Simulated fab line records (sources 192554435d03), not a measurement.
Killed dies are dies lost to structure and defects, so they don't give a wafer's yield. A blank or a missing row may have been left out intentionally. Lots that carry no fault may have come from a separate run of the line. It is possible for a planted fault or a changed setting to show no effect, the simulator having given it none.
Which tool did it? || flow n5_finfet || Sampling: 7 lots, 21 wafers, 8 of 1938 route steps

WHAT THE GAUGES READ, wafer by wafer
N5_BEOL_M9_THK_MEAS_01.
{"lot": "L995", "measured": "day 10 11:05", "on": "film_metro-01", "M9_ILD_THK (nm)": "264 270 269"}
{"lot": "L994", "measured": "day 10 11:57", "on": "film_metro-01", "M9_ILD_THK (nm)": "271 274 267"}
{"lot": "L996", "measured": "day 11 01:01", "on": "film_metro-01", "M9_ILD_THK (nm)": "269 271 273"}
{"lot": "L998", "measured": "day 11 08:44", "on": "film_metro-01", "M9_ILD_THK (nm)": "269 271 265"}
{"lot": "L100", "measured": "day 11 22:25", "on": "film_metro-02", "M9_ILD_THK (nm)": "265 272 273"}
{"lot": "L112", "measured": "day 14 19:47", "on": "film_metro-01", "M9_ILD_THK (nm)": "273 270 272"}
{"lot": "L110", "measured": "day 15 00:53", "on": "film_metro-01", "M9_ILD_THK (nm)": "269 275 275"}

N5_BEOL_M9_OCD_MEAS_38.
{"lot": "L995", "measured": "day 10 14:27", "on": "ocd-02", "trench_depth_nm (nm)": "151.0 151.6 147.3"}
{"lot": "L994", "measured": "day 10 15:42", "on": "ocd-01", "trench_depth_nm (nm)": "151.2 151.4 146.1"}
{"lot": "L996", "measured": "day 11 11:31", "on": "ocd-01", "trench_depth_nm (nm)": "147.1 152.6 133.4"}
{"lot": "L998", "measured": "day 11 15:59", "on": "ocd-02", "trench_depth_nm (nm)": "151.2 134.4 146.9"}
{"lot": "L100", "measured": "day 12 04:27", "on": "ocd-02", "trench_depth_nm (nm)": "149.0 151.9 147.1"}
{"lot": "L112", "measured": "day 14 23:23", "on": "ocd-02", "trench_depth_nm (nm)": "149.8 145.9 146.0"}
{"lot": "L110", "measured": "day 15 03:18", "on": "ocd-02", "trench_depth_nm (nm)": "150.2 145.5 150.8"}

N5_BEOL_M9_THK_MEAS_53: measures by xrf.
{"lot": "L995", "measured": "day 10 17:32", "on": "film_metro-01", "M9_THK (nm)": "137.8 139.6 135.8"}
{"lot": "L994", "measured": "day 10 18:09", "on": "film_metro-02", "M9_THK (nm)": "141.8 140.2 136.5"}
{"lot": "L996", "measured": "day 11 13:33", "on": "film_metro-01", "M9_THK (nm)": "133.8 138.9 119.1"}
{"lot": "L998", "measured": "day 11 18:24", "on": "film_metro-01", "M9_THK (nm)": "137.4 120.3 132.6"}
{"lot": "L100", "measured": "day 12 06:54", "on": "film_metro-01", "M9_THK (nm)": "134.8 139.4 134.4"}
{"lot": "L112", "measured": "day 15 01:37", "on": "film_metro-01", "M9_THK (nm)": "138.2 134.8 135.3"}
{"lot": "L110", "measured": "day 15 05:59", "on": "film_metro-01", "M9_THK (nm)": "136.6 132.6 137.1"}

N5_BEOL_M9_RS_MEAS_57: measurement is done with a four-point probe.
{"lot": "L995", "measured": "day 10 17:40", "on": "film_metro-02", "M9_RS (ohm/sq)": "0.153 0.151 0.156"}
{"lot": "L994", "measured": "day 10 18:17", "on": "film_metro-01", "M9_RS (ohm/sq)": "0.149 0.152 0.157"}
{"lot": "L996", "measured": "day 11 13:42", "on": "film_metro-01", "M9_RS (ohm/sq)": "0.157 0.151 0.179"}
{"lot": "L998", "measured": "day 11 18:32", "on": "film_metro-01", "M9_RS (ohm/sq)": "0.154 0.178 0.160"}
{"lot": "L100", "measured": "day 12 07:02", "on": "film_metro-02", "M9_RS (ohm/sq)": "0.155 0.150 0.156"}
{"lot": "L112", "measured": "day 15 01:47", "on": "film_metro-01", "M9_RS (ohm/sq)": "0.153 0.157 0.156"}
{"lot": "L110", "measured": "day 15 06:07", "on": "film_metro-01", "M9_RS (ohm/sq)": "0.154 0.159 0.153"}

N5_BEOL_M15_RC_MEAS_101.
{"lot": "L995", "measured": "day 12 13:46", "on": "prober-01", "COMB_M10 (S/m)": "1.5e-11 1.6e-11 2e-11", "COMB_M10_max_site (S/m)": "1.8e-11 2e-11 2.3e-11", "COMB_M11 (S/m)": "1.6e-11 1.3e-11 1.5e-11", "COMB_M11_max_site (S/m)": "2.3e-11 1.9e-11 2.1e-11", "COMB_M12 (S/m)": "9.4e-12 6.6e-12 6.7e-12", "COMB_M13 (S/m)": "6.9e-12 7.4e-12 6.8e-12", "COMB_M14 (S/m)": "4.4e-12 5.2e-12 4.9e-12", "COMB_M15 (S/m)": "3.8e-12 3.7e-12 3.7e-12", "COMB_M5 (S/m)": "3.1e-11 3.7e-11 3.8e-11", "COMB_M6 (S/m)": "2.7e-11 3e-11 2.9e-11", "COMB_M7 (S/m)": "2.2e-11 3.4e-11 2.9e-11", "COMB_M7_max_site (S/m)": "4.1e-11 5.6e-11 5.2e-11", "COMB_M8 (S/m)": "3e-11 2.7e-11 3e-11", "SERP_M10 (ohm/um)": "3.11 3.10 3.13", "SERP_M11 (ohm/um)": "3.06 3.01 2.96", "SERP_M12 (ohm/um)": "0.613 0.622 0.660", "SERP_M13 (ohm/um)": "0.308 0.302 0.315", "SERP_M14 (ohm/um)": "0.159 0.163 0.157", "SERP_M5 (ohm/um)": "36.8 36.8 37.3", "SERP_M5_max_site (ohm/um)": "38.3 37.7 40.4", "SERP_M6 (ohm/um)": "14.0 13.0 13.7", "SERP_M6_max_site (ohm/um)": "14.4 13.6 14.7", "SERP_M7 (ohm/um)": "15.1 14.5 14.2", "SERP_M8 (ohm/um)": "14.1 14.3 15.0", "SERP_M8_max_site (ohm/um)": "14.7 14.8 15.4", "SERP_M9 (ohm/um)": "3.18 3.10 3.13", "SERP_M9_max_site (ohm/um)": "3.25 3.28 3.28"}
{"lot": "L994", "measured": "day 12 15:04", "on": "prober-01", "COMB_M10 (S/m)": "1.6e-11 1.7e-11 1.8e-11", "COMB_M10_max_site (S/m)": "2.1e-11 2.5e-11 2.6e-11", "COMB_M11 (S/m)": "1.4e-11 1.5e-11 1.3e-11", "COMB_M11_max_site (S/m)": "2.2e-11 1.8e-11 1.9e-11", "COMB_M12 (S/m)": "6.1e-12 5.5e-12 6.9e-12", "COMB_M13 (S/m)": "5.8e-12 5.8e-12 6.7e-12", "COMB_M14 (S/m)": "4.6e-12 4.3e-12 4.1e-12", "COMB_M15 (S/m)": "3.3e-12 3.1e-12 3.1e-12", "COMB_M5 (S/m)": "4.4e-11 3.1e-11 3.7e-11", "COMB_M6 (S/m)": "2.5e-11 2.7e-11 3.1e-11", "COMB_M7 (S/m)": "1.9e-11 2.3e-11 2.7e-11", "COMB_M7_max_site (S/m)": "3.3e-11 3.3e-11 3.7e-11", "COMB_M8 (S/m)": "2.6e-11 2.2e-11 2e-11", "SERP_M10 (ohm/um)": "3.11 3.19 3.09", "SERP_M11 (ohm/um)": "3.19 3.12 3.40", "SERP_M12 (ohm/um)": "0.683 0.682 0.655", "SERP_M13 (ohm/um)": "0.300 0.316 0.314", "SERP_M14 (ohm/um)": "0.168 0.167 0.162", "SERP_M5 (ohm/um)": "38.1 38.1 38.1", "SERP_M5_max_site (ohm/um)": "39.1 40.6 41.6", "SERP_M6 (ohm/um)": "13.8 14.4 14.1", "SERP_M6_max_site (ohm/um)": "14.6 15.2 14.8", "SERP_M7 (ohm/um)": "13.7 14.1 13.8", "SERP_M8 (ohm/um)": "13.6 13.9 13.9", "SERP_M8_max_site (ohm/um)": "14.0 14.1 14.4", "SERP_M9 (ohm/um)": "3.01 3.07 3.15", "SERP_M9_max_site (ohm/um)": "3.11 3.25 3.31"}
{"lot": "L996", "measured": "day 13 07:44", "on": "prober-02", "COMB_M10 (S/m)": "1.5e-11 1.1e-11 1.5e-11", "COMB_M10_max_site (S/m)": "2.1e-11 2.1e-11 2.1e-11", "COMB_M11 (S/m)": "1.2e-11 1e-11 1.6e-11", "COMB_M11_max_site (S/m)": "2e-11 2.1e-11 2.7e-11", "COMB_M12 (S/m)": "8.6e-12 6.4e-12 7.7e-12", "COMB_M13 (S/m)": "3.3e-12 1.9e-12 1.9e-12", "COMB_M14 (S/m)": "1.7e-12 1.8e-12 1.9e-12", "COMB_M15 (S/m)": "1.4e-12 3e-13 7e-13", "COMB_M5 (S/m)": "4.4e-11 3.9e-11 2.7e-11", "COMB_M6 (S/m)": "2e-11 2.4e-11 2.3e-11", "COMB_M7 (S/m)": "2.5e-11 2.5e-11 4.1e-11", "COMB_M7_max_site (S/m)": "3.9e-11 4.3e-11 5.5e-11", "COMB_M8 (S/m)": "2.5e-11 2.5e-11 2.3e-11", "SERP_M10 (ohm/um)": "3.17 2.93 3.17", "SERP_M11 (ohm/um)": "3.02 2.99 3.11", "SERP_M12 (ohm/um)": "0.654 0.626 0.646", "SERP_M13 (ohm/um)": "0.317 0.313 0.308", "SERP_M14 (ohm/um)": "0.160 0.163 0.158", "SERP_M5 (ohm/um)": "39.9 37.5 38.1", "SERP_M5_max_site (ohm/um)": "40.9 38.2 39.9", "SERP_M6 (ohm/um)": "14.1 13.5 14.3", "SERP_M6_max_site (ohm/um)": "14.9 13.9 14.8", "SERP_M7 (ohm/um)": "14.0 13.4 14.5", "SERP_M8 (ohm/um)": "14.0 14.1 13.3", "SERP_M8_max_site (ohm/um)": "14.3 14.9 14.3", "SERP_M9 (ohm/um)": "3.19 3.04 3.65", "SERP_M9_max_site (ohm/um)": "3.28 3.25 3.76"}
{"lot": "L998", "measured": "day 13 07:28", "on": "prober-01", "COMB_M10 (S/m)": "1.2e-11 1.7e-11 1.8e-11", "COMB_M10_max_site (S/m)": "1.5e-11 2.5e-11 2.3e-11", "COMB_M11 (S/m)": "1.4e-11 1.4e-11 1.4e-11", "COMB_M11_max_site (S/m)": "1.9e-11 1.9e-11 1.8e-11", "COMB_M12 (S/m)": "9.2e-12 6.7e-12 9.4e-12", "COMB_M13 (S/m)": "5.6e-12 8.3e-12 6e-12", "COMB_M14 (S/m)": "4.1e-12 4.9e-12 5.1e-12", "COMB_M15 (S/m)": "4.2e-12 4.5e-12 3.6e-12", "COMB_M5 (S/m)": "3.5e-11 3.3e-11 3.4e-11", "COMB_M6 (S/m)": "3e-11 3.3e-11 3.2e-11", "COMB_M7 (S/m)": "3.9e-11 2.3e-11 2.2e-11", "COMB_M7_max_site (S/m)": "4.4e-11 3.2e-11 3.4e-11", "COMB_M8 (S/m)": "1.9e-11 2.4e-11 2.5e-11", "SERP_M10 (ohm/um)": "3.13 3.07 3.28", "SERP_M11 (ohm/um)": "3.05 3.21 3.23", "SERP_M12 (ohm/um)": "0.654 0.622 0.633", "SERP_M13 (ohm/um)": "0.313 0.311 0.308", "SERP_M14 (ohm/um)": "0.163 0.164 0.161", "SERP_M5 (ohm/um)": "37.4 39.4 39.7", "SERP_M5_max_site (ohm/um)": "39.8 42.4 44.5", "SERP_M6 (ohm/um)": "13.3 13.8 12.4", "SERP_M6_max_site (ohm/um)": "14.4 14.7 12.8", "SERP_M7 (ohm/um)": "13.5 14.9 14.4", "SERP_M8 (ohm/um)": "13.4 13.4 13.4", "SERP_M8_max_site (ohm/um)": "14.0 13.9 14.9", "SERP_M9 (ohm/um)": "3.08 3.65 3.20", "SERP_M9_max_site (ohm/um)": "3.30 3.82 3.37"}
{"lot": "L100", "measured": "day 14 03:19", "on": "prober-01", "COMB_M10 (S/m)": "2.4e-11 2.7e-11 1.7e-11", "COMB_M10_max_site (S/m)": "2.8e-11 3.9e-11 3e-11", "COMB_M11 (S/m)": "1.6e-11 2.2e-11 1.6e-11", "COMB_M11_max_site (S/m)": "2.4e-11 3.1e-11 2.2e-11", "COMB_M12 (S/m)": "6.9e-12 6.7e-12 7.3e-12", "COMB_M13 (S/m)": "5.4e-12 4.9e-12 5.6e-12", "COMB_M14 (S/m)": "4.8e-12 5e-12 5.4e-12", "COMB_M15 (S/m)": "4.4e-12 3.5e-12 3.9e-12", "COMB_M5 (S/m)": "4.4e-11 4.1e-11 3.6e-11", "COMB_M6 (S/m)": "2.3e-11 1.9e-11 3.7e-11", "COMB_M7 (S/m)": "3.1e-11 2.6e-11 2e-11", "COMB_M7_max_site (S/m)": "4.9e-11 3.4e-11 2.7e-11", "COMB_M8 (S/m)": "3.4e-11 2.1e-11 2.8e-11", "SERP_M10 (ohm/um)": "3.02 3.05 3.02", "SERP_M11 (ohm/um)": "3.28 3.28 3.18", "SERP_M12 (ohm/um)": "0.648 0.631 0.640", "SERP_M13 (ohm/um)": "0.318 0.306 0.316", "SERP_M14 (ohm/um)": "0.167 0.160 0.159", "SERP_M5 (ohm/um)": "39.9 38.0 40.0", "SERP_M5_max_site (ohm/um)": "41.4 39.2 41.3", "SERP_M6 (ohm/um)": "13.0 13.1 13.8", "SERP_M6_max_site (ohm/um)": "13.9 13.5 14.7", "SERP_M7 (ohm/um)": "14.6 13.0 14.5", "SERP_M8 (ohm/um)": "13.0 13.0 13.2", "SERP_M8_max_site (ohm/um)": "13.1 13.5 14.0", "SERP_M9 (ohm/um)": "3.21 3.09 3.09", "SERP_M9_max_site (ohm/um)": "3.25 3.13 3.16"}
{"lot": "L112", "measured": "day 17 04:59", "on": "prober-02", "COMB_M10 (S/m)": "1.4e-11 1.7e-11 1.6e-11", "COMB_M10_max_site (S/m)": "1.9e-11 2.3e-11 2.1e-11", "COMB_M11 (S/m)": "1.2e-11 1.1e-11 1.7e-11", "COMB_M11_max_site (S/m)": "1.4e-11 1.3e-11 2e-11", "COMB_M12 (S/m)": "4.3e-12 7.2e-12 6.5e-12", "COMB_M13 (S/m)": "4.4e-12 3e-12 2.9e-12", "COMB_M14 (S/m)": "2.4e-12 2.9e-12 1.3e-12", "COMB_M15 (S/m)": "1.4e-12 1.1e-12 1.2e-12", "COMB_M5 (S/m)": "2.8e-11 3.7e-11 4.4e-11", "COMB_M6 (S/m)": "2.5e-11 2.4e-11 2.2e-11", "COMB_M7 (S/m)": "2.3e-11 2.2e-11 1.5e-11", "COMB_M7_max_site (S/m)": "3.8e-11 3.7e-11 2.6e-11", "COMB_M8 (S/m)": "2.7e-11 2e-11 2.3e-11", "SERP_M10 (ohm/um)": "2.99 3.19 3.10", "SERP_M11 (ohm/um)": "3.06 3.15 3.07", "SERP_M12 (ohm/um)": "0.663 0.639 0.642", "SERP_M13 (ohm/um)": "0.309 0.304 0.306", "SERP_M14 (ohm/um)": "0.164 0.155 0.170", "SERP_M5 (ohm/um)": "41.1 39.2 38.3", "SERP_M5_max_site (ohm/um)": "43.1 41.6 39.0", "SERP_M6 (ohm/um)": "13.6 14.0 13.9", "SERP_M6_max_site (ohm/um)": "14.0 14.4 14.1", "SERP_M7 (ohm/um)": "15.3 13.8 14.8", "SERP_M8 (ohm/um)": "13.7 13.3 13.5", "SERP_M8_max_site (ohm/um)": "14.4 13.8 14.0", "SERP_M9 (ohm/um)": "3.08 3.16 3.12", "SERP_M9_max_site (ohm/um)": "3.13 3.21 3.15"}
{"lot": "L110", "measured": "day 17 04:16", "on": "prober-01", "COMB_M10 (S/m)": "1.6e-11 1.7e-11 1.4e-11", "COMB_M10_max_site (S/m)": "1.8e-11 2.4e-11 1.7e-11", "COMB_M11 (S/m)": "1.3e-11 1.7e-11 1.5e-11", "COMB_M11_max_site (S/m)": "2.1e-11 2.9e-11 2.4e-11", "COMB_M12 (S/m)": "7.8e-12 9e-12 6.8e-12", "COMB_M13 (S/m)": "7.4e-12 5.6e-12 5.8e-12", "COMB_M14 (S/m)": "5.1e-12 3.8e-12 5.4e-12", "COMB_M15 (S/m)": "4e-12 2.8e-12 3.1e-12", "COMB_M5 (S/m)": "3e-11 3.3e-11 3.7e-11", "COMB_M6 (S/m)": "2.6e-11 2.5e-11 2.7e-11", "COMB_M7 (S/m)": "2.1e-11 3.7e-11 3.2e-11", "COMB_M7_max_site (S/m)": "3e-11 5.3e-11 4e-11", "COMB_M8 (S/m)": "2.6e-11 4.1e-11 3e-11", "SERP_M10 (ohm/um)": "3.10 3.03 3.02", "SERP_M11 (ohm/um)": "3.15 3.05 3.07", "SERP_M12 (ohm/um)": "0.653 0.642 0.653", "SERP_M13 (ohm/um)": "0.307 0.307 0.316", "SERP_M14 (ohm/um)": "0.154 0.151 0.158", "SERP_M5 (ohm/um)": "38.6 39.0 38.3", "SERP_M5_max_site (ohm/um)": "39.8 39.7 39.8", "SERP_M6 (ohm/um)": "14.0 14.2 14.5", "SERP_M6_max_site (ohm/um)": "14.8 15.3 15.6", "SERP_M7 (ohm/um)": "13.7 13.9 13.5", "SERP_M8 (ohm/um)": "13.5 14.4 14.4", "SERP_M8_max_site (ohm/um)": "14.2 15.1 14.7", "SERP_M9 (ohm/um)": "3.13 3.25 3.17", "SERP_M9_max_site (ohm/um)": "3.27 3.38 3.27"}

WHICH TOOL RAN EACH LOT (tool, then ch and the chambers of the sampled wafers, then the start)
{"lot": "L995", "N5_BEOL_M8_CURE_75": "uv_cure-02 ch 0, day 10 07:53", "N5_BEOL_M9_PECVD_70": "pecvd-01 ch 0,1, day 10 11:07", "N5_BEOL_M9_TRENCH_ETCH_37": "rie_diel-02 ch 0,1,3, day 10 14:17"}
{"lot": "L994", "N5_BEOL_M8_CURE_75": "uv_cure-03 ch 0, day 10 07:58", "N5_BEOL_M9_PECVD_70": "pecvd-02 ch 0,1,2, day 10 11:59", "N5_BEOL_M9_TRENCH_ETCH_37": "rie_diel-02 ch 1,2,3, day 10 15:32"}
{"lot": "L996", "N5_BEOL_M8_CURE_75": "uv_cure-01 ch 0, day 10 22:03", "N5_BEOL_M9_PECVD_70": "pecvd-02 ch 0,2, day 11 01:03", "N5_BEOL_M9_TRENCH_ETCH_37": "rie_diel-02 ch 0,3, day 11 11:20"}
{"lot": "L998", "N5_BEOL_M8_CURE_75": "uv_cure-01 ch 0, day 11 05:09", "N5_BEOL_M9_PECVD_70": "pecvd-03 ch 0,1,2, day 11 08:46", "N5_BEOL_M9_TRENCH_ETCH_37": "rie_diel-02 ch 0,2,3, day 11 15:49"}
{"lot": "L100", "N5_BEOL_M8_CURE_75": "uv_cure-03 ch 2, day 11 18:57", "N5_BEOL_M9_PECVD_70": "pecvd-02 ch 0,1,2, day 11 22:27", "N5_BEOL_M9_TRENCH_ETCH_37": "rie_diel-01 ch 0,2,3, day 12 04:17"}
{"lot": "L112", "N5_BEOL_M8_CURE_75": "uv_cure-01 ch 1, day 14 16:51", "N5_BEOL_M9_PECVD_70": "pecvd-01 ch 1, day 14 19:50", "N5_BEOL_M9_TRENCH_ETCH_37": "rie_diel-02 ch 2,3, day 14 23:13"}
{"lot": "L110", "N5_BEOL_M8_CURE_75": "uv_cure-01 ch 2, day 14 20:16", "N5_BEOL_M9_PECVD_70": "pecvd-03 ch 2, day 15 00:55", "N5_BEOL_M9_TRENCH_ETCH_37": "rie_diel-01 ch 1,2,3, day 15 03:07"}
- N5_BEOL_M8_CURE_75: cures SiCOH lowk, time 120 s.
- N5_BEOL_M9_PECVD_70: deposits SiO2 from TEOS/O2, target thk 20 nm, time 22.7 s.
- N5_BEOL_M9_TRENCH_ETCH_37: etches SiCOH lowk in C4F6/O2, target depth 151.43 nm, time 49 s.

WHAT THE TOOLS THEMSELVES READ (means of the sampled wafers that have a number; where no wafer has one, the mark that the record gives instead)
N5_BEOL_M8_CURE_75.
{"lot": "L995", "tool": "uv_cure-02", "lamp_power_pct (%)": 52.29, "wafer_temp_C_max": 371.7}
{"lot": "L994", "tool": "uv_cure-03", "lamp_power_pct (%)": 52.27, "wafer_temp_C_max": 373.0}
{"lot": "L996", "tool": "uv_cure-01", "lamp_power_pct (%)": 52.33, "wafer_temp_C_max": 371.7}
{"lot": "L998", "tool": "uv_cure-01", "lamp_power_pct (%)": 52.23, "wafer_temp_C_max": 372.1}
{"lot": "L100", "tool": "uv_cure-03", "lamp_power_pct (%)": 52.32, "wafer_temp_C_max": 373.1}
{"lot": "L112", "tool": "uv_cure-01", "lamp_power_pct (%)": 52.32, "wafer_temp_C_max": 371.2}
{"lot": "L110", "tool": "uv_cure-01", "lamp_power_pct (%)": 52.32, "wafer_temp_C_max": 371.9}

N5_BEOL_M9_PECVD_70.
{"lot": "L995", "tool": "pecvd-01", "heater_power_w (W)": 574, "rf_fwd_power_W (W)": 446.3, "showerhead_plenum_p_Torr (Torr)": 8.76, "susceptor_temp_C (C)": 399.88, "throttle_valve_pct (%)": 22.9}
{"lot": "L994", "tool": "pecvd-02", "heater_power_w (W)": 704, "rf_fwd_power_W (W)": 443.0, "showerhead_plenum_p_Torr (Torr)": 8.71, "susceptor_temp_C (C)": 399.97, "throttle_valve_pct (%)": 22.7}
{"lot": "L996", "tool": "pecvd-02", "heater_power_w (W)": 662, "rf_fwd_power_W (W)": 444.2, "showerhead_plenum_p_Torr (Torr)": 8.74, "susceptor_temp_C (C)": 399.98, "throttle_valve_pct (%)": 21.7}
{"lot": "L998", "tool": "pecvd-03", "heater_power_w (W)": 799, "rf_fwd_power_W (W)": 444.9, "showerhead_plenum_p_Torr (Torr)": 8.80, "susceptor_temp_C (C)": 399.90, "throttle_valve_pct (%)": 22.7}
{"lot": "L100", "tool": "pecvd-02", "heater_power_w (W)": 722, "rf_fwd_power_W (W)": 444.4, "showerhead_plenum_p_Torr (Torr)": 8.70, "susceptor_temp_C (C)": 399.89, "throttle_valve_pct (%)": 22.5}
{"lot": "L112", "tool": "pecvd-01", "heater_power_w (W)": 550, "rf_fwd_power_W (W)": 446.3, "showerhead_plenum_p_Torr (Torr)": 8.75, "susceptor_temp_C (C)": 400.04, "throttle_valve_pct (%)": 22.4}
{"lot": "L110", "tool": "pecvd-03", "heater_power_w (W)": 858, "rf_fwd_power_W (W)": 444.1, "showerhead_plenum_p_Torr (Torr)": 8.79, "susceptor_temp_C (C)": 399.98, "throttle_valve_pct (%)": 21.3}

N5_BEOL_M9_TRENCH_ETCH_37.
{"lot": "L995", "tool": "rie_diel-02", "drypump_motor_current_A (A)": 5.9, "oes_product_au (a.u.)": 0.70, "rf_fwd_power_W (W)": 341.7, "rf_vpp_V (V)": 663, "run_length_s (s)": 72.6, "showerhead_plenum_p_Torr (Torr)": 2.82, "throttle_valve_pct (%)": 20.93}
{"lot": "L994", "tool": "rie_diel-02", "drypump_motor_current_A (A)": 5.7, "oes_product_au (a.u.)": 0.71, "rf_fwd_power_W (W)": 341.9, "rf_vpp_V (V)": 666, "run_length_s (s)": 72.4, "showerhead_plenum_p_Torr (Torr)": 2.82, "throttle_valve_pct (%)": 20.91}
{"lot": "L996", "tool": "rie_diel-02", "drypump_motor_current_A (A)": 5.8, "oes_product_au (a.u.)": 0.71, "rf_fwd_power_W (W)": 341.6, "rf_vpp_V (V)": 661, "run_length_s (s)": 70.7, "showerhead_plenum_p_Torr (Torr)": 2.79, "throttle_valve_pct (%)": 20.87}
{"lot": "L998", "tool": "rie_diel-02", "drypump_motor_current_A (A)": 5.6, "oes_product_au (a.u.)": 0.71, "rf_fwd_power_W (W)": 341.6, "rf_vpp_V (V)": 664, "run_length_s (s)": 70.2, "showerhead_plenum_p_Torr (Torr)": 2.78, "throttle_valve_pct (%)": 20.86}
{"lot": "L100", "tool": "rie_diel-01", "drypump_motor_current_A (A)": 5.7, "oes_product_au (a.u.)": 0.72, "rf_fwd_power_W (W)": 340.7, "rf_vpp_V (V)": 673, "run_length_s (s)": 72.4, "showerhead_plenum_p_Torr (Torr)": 2.79, "throttle_valve_pct (%)": 21.10}
{"lot": "L112", "tool": "rie_diel-02", "drypump_motor_current_A (A)": 5.6, "oes_product_au (a.u.)": 0.68, "rf_fwd_power_W (W)": 340.5, "rf_vpp_V (V)": 665, "run_length_s (s)": 72.2, "showerhead_plenum_p_Torr (Torr)": 2.73, "throttle_valve_pct (%)": 20.95}
{"lot": "L110", "tool": "rie_diel-01", "drypump_motor_current_A (A)": 5.8, "oes_product_au (a.u.)": 0.73, "rf_fwd_power_W (W)": 340.0, "rf_vpp_V (V)": 673, "run_length_s (s)": 72.4, "showerhead_plenum_p_Torr (Torr)": 2.83, "throttle_valve_pct (%)": 21.01}

THE ANSWER, worked out from the rows above alone
Rule: the lots themselves supply what counts as usual. Put in order of their means at a reading, lots are off if they are a third of the lots or fewer, leave a main group of 4 or more, and stand apart from it by a gap of 3 or more times the standard deviation of the main group's means; of several such gaps the widest counts. A main group whose means are all the same, to the digits that the tables above print for the reading, isn't used. A lot without any number at a reading at which 4 lots or more have one is off too. All remaining lots with rows at the step are treated as sound. First the gauges in route order, then the tools' own readings, where a lot's mean is used as printed above. The first step at which some lot is off is used, and at that step the reading that is off furthest; a lot without a number counts as furthest.
Off, at N5_BEOL_M9_OCD_MEAS_38 on trench_depth_nm: L996, L998. Main group: mean 149.0 nm, sd 0.95.
A tool fits if, at a process step before that reading, it ran every lot that is off, and no sound lot after the first of them. The gauges at N5_BEOL_M9_OCD_MEAS_38 aren't tried: what is off there is off at N5_BEOL_M9_THK_MEAS_53 too, on other tools, and a gauge's error can't cause that. No candidate that was tried fits.

WHAT WAS PUT IN BY THE SIMULATOR
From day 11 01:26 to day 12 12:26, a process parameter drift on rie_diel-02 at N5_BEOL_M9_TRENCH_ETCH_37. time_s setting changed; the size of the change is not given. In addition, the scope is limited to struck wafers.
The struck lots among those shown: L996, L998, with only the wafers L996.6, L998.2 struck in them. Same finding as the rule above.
